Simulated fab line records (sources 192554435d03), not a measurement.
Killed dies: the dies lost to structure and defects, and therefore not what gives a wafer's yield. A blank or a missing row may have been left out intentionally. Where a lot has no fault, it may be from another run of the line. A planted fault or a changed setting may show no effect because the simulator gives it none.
The tool behind it: which one? || flow n5Finfet || 34 wafers from 12 lots sampled at 3 of the route's 1938 steps

WHAT THE GAUGES READ, wafer by wafer
N5_BEOL_M14_INSPECT_55: inspects for defects (darkfield). Usual: rawDefectCount at 70, with a standard deviation of 29.
{"lot": "L407", "measured": "day 11 13:53", "on": "defectInspect-01", "rawDefectCount": "89 100 56", "flag": ""}
{"lot": "L408", "measured": "day 11 16:35", "on": "defectInspect-02", "rawDefectCount": "229 68 101", "flag": ""}
{"lot": "L411", "measured": "day 12 07:11", "on": "defectInspect-02", "rawDefectCount": "85 59", "flag": ""}
{"lot": "L417", "measured": "day 13 11:56", "on": "defectInspect-01", "rawDefectCount": "58 52 70", "flag": ""}
{"lot": "L418", "measured": "day 13 19:21", "on": "defectInspect-01", "rawDefectCount": "93 76 101", "flag": ""}
{"lot": "L420", "measured": "day 14 10:17", "on": "defectInspect-02", "rawDefectCount": "127 87 93", "flag": ""}
{"lot": "L422", "measured": "day 15 12:25", "on": "defectInspect-01", "rawDefectCount": "101 76 90", "flag": ""}
{"lot": "L423", "measured": "day 15 12:37", "on": "defectInspect-01", "rawDefectCount": "57 47 87", "flag": ""}
{"lot": "L424", "measured": "day 15 23:23", "on": "defectInspect-02", "rawDefectCount": "73 74 49", "flag": ""}
{"lot": "L427", "measured": "day 16 03:23", "on": "defectInspect-02", "rawDefectCount": "44 21 40", "flag": ""}
{"lot": "L428", "measured": "day 16 19:43", "on": "defectInspect-01", "rawDefectCount": "26 36 46", "flag": ""}
{"lot": "L429", "measured": "day 17 05:47", "on": "defectInspect-01", "rawDefectCount": "61 52", "flag": ""}

N5_BEOL_M15_CD_MEAS_10: the cd target is 360 nm. Usual: cdNm at 361.1 nm, with a standard deviation of 2.
{"lot": "L407", "measured": "day 11 14:29", "on": "cdSem-03", "cdNm (nm)": "360.5 362.9 359.0", "flag": ""}
{"lot": "L408", "measured": "day 11 17:19", "on": "cdSem-03", "cdNm (nm)": "359.9 360.1 361.9", "flag": ""}
{"lot": "L411", "measured": "day 12 07:46", "on": "cdSem-03", "cdNm (nm)": "361.6 363.9", "flag": ""}
{"lot": "L417", "measured": "day 13 12:38", "on": "cdSem-01", "cdNm (nm)": "361.0 362.4 358.9", "flag": ""}
{"lot": "L418", "measured": "day 13 20:03", "on": "cdSem-03", "cdNm (nm)": "361.6 361.3 359.2", "flag": ""}
{"lot": "L420", "measured": "day 14 11:00", "on": "cdSem-01", "cdNm (nm)": "359.2 360.1 359.3", "flag": ""}
{"lot": "L422", "measured": "day 15 13:00", "on": "cdSem-03", "cdNm (nm)": "359.3 361.8 360.9", "flag": ""}
{"lot": "L423", "measured": "day 15 13:19", "on": "cdSem-02", "cdNm (nm)": "363.3 360.8 360.8", "flag": ""}
{"lot": "L424", "measured": "day 16 00:05", "on": "cdSem-02", "cdNm (nm)": "360.5 360.9 359.1", "flag": ""}
{"lot": "L427", "measured": "day 16 03:59", "on": "cdSem-02", "cdNm (nm)": "364.4 360.6 363.3", "flag": ""}
{"lot": "L428", "measured": "day 16 20:19", "on": "cdSem-01", "cdNm (nm)": "359.1 361.4 360.1", "flag": ""}
{"lot": "L429", "measured": "day 17 06:31", "on": "cdSem-03", "cdNm (nm)": "365.2 363.4", "flag": ""}

WHAT TOOL EACH LOT RAN ON (gives the tool, then ch and the chambers of the sampled wafers, and finally the start)
{"lot": "L407", "N5_BEOL_M14_ANNEAL_48": "rtpAnneal-02 ch 0, day 11 13:11"}
{"lot": "L408", "N5_BEOL_M14_ANNEAL_48": "rtpAnneal-01 ch 0, day 11 15:56"}
{"lot": "L411", "N5_BEOL_M14_ANNEAL_48": "rtpAnneal-01 ch 0, day 12 06:26"}
{"lot": "L417", "N5_BEOL_M14_ANNEAL_48": "rtpAnneal-01 ch 0, day 13 11:19"}
{"lot": "L418", "N5_BEOL_M14_ANNEAL_48": "rtpAnneal-02 ch 0, day 13 18:35"}
{"lot": "L420", "N5_BEOL_M14_ANNEAL_48": "rtpAnneal-02 ch 0, day 14 09:34"}
{"lot": "L422", "N5_BEOL_M14_ANNEAL_48": "rtpAnneal-02 ch 0, day 15 11:37"}
{"lot": "L423", "N5_BEOL_M14_ANNEAL_48": "rtpAnneal-02 ch 0, day 15 11:50"}
{"lot": "L424", "N5_BEOL_M14_ANNEAL_48": "rtpAnneal-02 ch 0, day 15 22:39"}
{"lot": "L427", "N5_BEOL_M14_ANNEAL_48": "rtpAnneal-01 ch 0, day 16 02:28"}
{"lot": "L428", "N5_BEOL_M14_ANNEAL_48": "rtpAnneal-02 ch 0, day 16 19:00"}
{"lot": "L429", "N5_BEOL_M14_ANNEAL_48": "rtpAnneal-01 ch 0, day 17 05:03"}
- N5_BEOL_M14_ANNEAL_48: time 90 s.

WHAT THE TOOLS THEMSELVES READ (means of the sampled wafers that have a number; where no wafer has one, the mark that the record gives instead)
N5_BEOL_M14_ANNEAL_48. Usual: wafer_temp_C_max at 225.93, with a standard deviation of 0.25.
{"lot": "L407", "tool": "rtpAnneal-02", "wafer_temp_C_max": 226.09, "flag": ""}
{"lot": "L408", "tool": "rtpAnneal-01", "wafer_temp_C_max": 225.62, "flag": ""}
{"lot": "L411", "tool": "rtpAnneal-01", "wafer_temp_C_max": 225.93, "flag": ""}
{"lot": "L417", "tool": "rtpAnneal-01", "wafer_temp_C_max": 225.83, "flag": ""}
{"lot": "L418", "tool": "rtpAnneal-02", "wafer_temp_C_max": 225.88, "flag": ""}
{"lot": "L420", "tool": "rtpAnneal-02", "wafer_temp_C_max": 225.97, "flag": ""}
{"lot": "L422", "tool": "rtpAnneal-02", "wafer_temp_C_max": 225.99, "flag": ""}
{"lot": "L423", "tool": "rtpAnneal-02", "wafer_temp_C_max": 226.20, "flag": ""}
{"lot": "L424", "tool": "rtpAnneal-02", "wafer_temp_C_max": 226.19, "flag": ""}
{"lot": "L427", "tool": "rtpAnneal-01", "wafer_temp_C_max": 225.64, "flag": ""}
{"lot": "L428", "tool": "rtpAnneal-02", "wafer_temp_C_max": 226.02, "flag": ""}
{"lot": "L429", "tool": "rtpAnneal-01", "wafer_temp_C_max": 225.83, "flag": ""}

THE ANSWER, worked out from the rows above alone
Rule: take the mean of a lot's wafers that have a number; if it is more than 3 standard deviations from the usual mean, the lot is off. A lot without any number at a reading at which 4 lots or more have one is off too. Any other lot the step has rows for is counted as sound. First the gauges in route order, then the tools' own readings, where a lot's mean is used as printed above. The first step at which some lot is off is used, and at that step the reading that is off furthest; a lot without a number counts as furthest.
No lot is off on any of the readings shown, so nothing can be concluded from this.

WHAT THE SIMULATOR HAD INSERTED
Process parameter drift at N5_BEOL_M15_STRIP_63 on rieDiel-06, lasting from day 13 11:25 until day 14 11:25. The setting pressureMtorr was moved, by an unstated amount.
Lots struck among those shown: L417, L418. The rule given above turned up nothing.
